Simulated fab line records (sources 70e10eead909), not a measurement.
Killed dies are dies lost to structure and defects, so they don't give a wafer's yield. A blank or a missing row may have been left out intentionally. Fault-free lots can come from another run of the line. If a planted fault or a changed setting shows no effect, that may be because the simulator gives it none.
What tool caused it? -- flow nandHarc -- Sampling: 12 lots, 36 wafers, 6 of 1159 route steps

## WHAT THE GAUGES READ, wafer by wafer
NHARC_P_M0_INSPECT_11.
lot,measured,on,rawDefectCount
L075,day 6 10:08,defectInspect-01,5 3 3
L076,day 6 12:19,defectInspect-01,4 5 4
L079,day 7 10:27,defectInspect-02,5 4 8
L081,day 7 15:45,defectInspect-02,2 2 2
L084,day 8 01:40,defectInspect-01,1 0 4
L086,day 9 02:34,defectInspect-02,5 10 8
L085,day 9 04:05,defectInspect-01,1 5 5
L089,day 9 19:34,defectInspect-01,4 3 0
L090,day 10 02:18,defectInspect-02,7 1 2
L094,day 10 12:55,defectInspect-01,3 11 2
L095,day 11 01:12,defectInspect-01,6 4 2
L096,day 11 15:58,defectInspect-01,6 8 8

## WHICH TOOL RAN EACH LOT (tool, then ch and the chambers of the sampled wafers, then the start)
lot,NHARC_P_GATE_DESCUM_48,NHARC_P_GATE_STRIP_112,NHARC_P_CONTACT_DEP_30,NHARC_P_CONTACT_DEP_00,NHARC_P_CONTACT_CMP_01
L075,"rieDiel-11 ch 1,2,3, day 5 16:55","plasmaAsher-01 ch 0,1, day 5 18:56","pecvd-02 ch 0,1, day 5 23:11","pecvd-02 ch 0,1, day 5 23:52 or earlier","cmp-04 ch 0,1,2, day 5 23:52"
L076,"rieDiel-13 ch 1,3, day 5 22:41","plasmaAsher-01 ch 0, day 6 00:53","pecvd-04 ch 0,1,2, day 6 05:40","pecvd-04 ch 0,1,2, day 6 06:22 or earlier","cmp-04 ch 0,1,2, day 6 06:22"
L079,"rieDiel-12 ch 0,2,3, day 6 18:45","plasmaAsher-02 ch 0,1, day 6 20:53","pecvd-04 ch 1,2, day 7 01:15","pecvd-04 ch 1,2, day 7 01:59 or earlier","cmp-01 ch 0,1,3, day 7 01:59"
L081,"rieDiel-11 ch 0,1, day 6 21:32","plasmaAsher-01 ch 0,1, day 6 23:45","pecvd-04 ch 0,1, day 7 04:29","pecvd-04 ch 0,1, day 7 05:12 or earlier","cmp-02 ch 1,2,3, day 7 05:12"
L084,"rieDiel-13 ch 2,3, day 7 13:32","plasmaAsher-02 ch 0,1, day 7 15:50","pecvd-01 ch 0,1,2, day 7 19:58","pecvd-01 ch 0,1,2, day 7 20:38 or earlier","cmp-02 ch 0,2, day 7 20:38"
L086,"rieDiel-11 ch 2,3, day 8 10:16","plasmaAsher-02 ch 0,1, day 8 12:26","pecvd-04 ch 0,1,2, day 8 16:46","pecvd-04 ch 0,1,2, day 8 17:30 or earlier","cmp-01 ch 2,3, day 8 17:30"
L085,"rieDiel-13 ch 1,2,3, day 8 12:57","plasmaAsher-01 ch 0,1, day 8 15:04","pecvd-01 ch 1,2, day 8 19:24","pecvd-01 ch 1,2, day 8 20:08 or earlier","cmp-01 ch 0,2,3, day 8 20:08"
L089,"rieDiel-13 ch 1,2,3, day 9 05:08","plasmaAsher-01 ch 0,1, day 9 07:21","pecvd-01 ch 0,1,2, day 9 11:40","pecvd-01 ch 0,1,2, day 9 12:23 or earlier","cmp-01 ch 1,2,3, day 9 12:23"
L090,"rieDiel-11 ch 2,3, day 9 11:29","plasmaAsher-02 ch 0,1, day 9 13:58","pecvd-01 ch 0,2, day 9 18:05","pecvd-01 ch 0,2, day 9 18:49 or earlier","cmp-02 ch 0,3, day 9 18:49"
L094,"rieDiel-11 ch 0,2,3, day 10 00:05","plasmaAsher-02 ch 0,1, day 10 02:28","pecvd-01 ch 0,1,2, day 10 07:11","pecvd-01 ch 0,1,2, day 10 07:47 or earlier","cmp-04 ch 1,2, day 10 07:47"
L095,"rieDiel-11 ch 0,1, day 10 12:31","plasmaAsher-02 ch 0,1, day 10 14:35","pecvd-02 ch 0,1,2, day 10 19:04","pecvd-02 ch 0,1,2, day 10 19:47 or earlier","cmp-02 ch 0,1, day 10 19:47"
L096,"rieDiel-13 ch 0,2,3, day 11 01:59","plasmaAsher-01 ch 0,1, day 11 04:11","pecvd-02 ch 0,1, day 11 09:45","pecvd-02 ch 0,1, day 11 10:29 or earlier","cmp-04 ch 0,2,3, day 11 10:29"
- NHARC_P_GATE_DESCUM_48: chemistry O2, time 3 s.
- NHARC_P_GATE_STRIP_112: strips in N2/H2, time 200 s.
- NHARC_P_CONTACT_DEP_30: deposits SiNx, target thk 30 nm.
- NHARC_P_CONTACT_DEP_00: deposits SiO2, target thk 500 nm.
- NHARC_P_CONTACT_CMP_01: polishes SiO2, target thk 200 nm.

## THE ANSWER, worked out from the rows above alone
Rule: the lots themselves supply what counts as usual. Put in order of their means at a reading, lots are off if they are a third of the lots or fewer, leave a main group of 4 or more, and stand apart from it by a gap of 3 or more times the standard deviation of the main group's means; of several such gaps the widest counts. The tables above print the reading to a certain number of digits; a main group whose means all agree to those digits is not used. A lot without any number at a reading at which 4 lots or more have one is off too. The other lots that the step has rows for count as sound.
Nothing can be told from this: no lot is off at any reading shown.

## WHAT HAD BEEN PUT IN BY THE SIMULATOR
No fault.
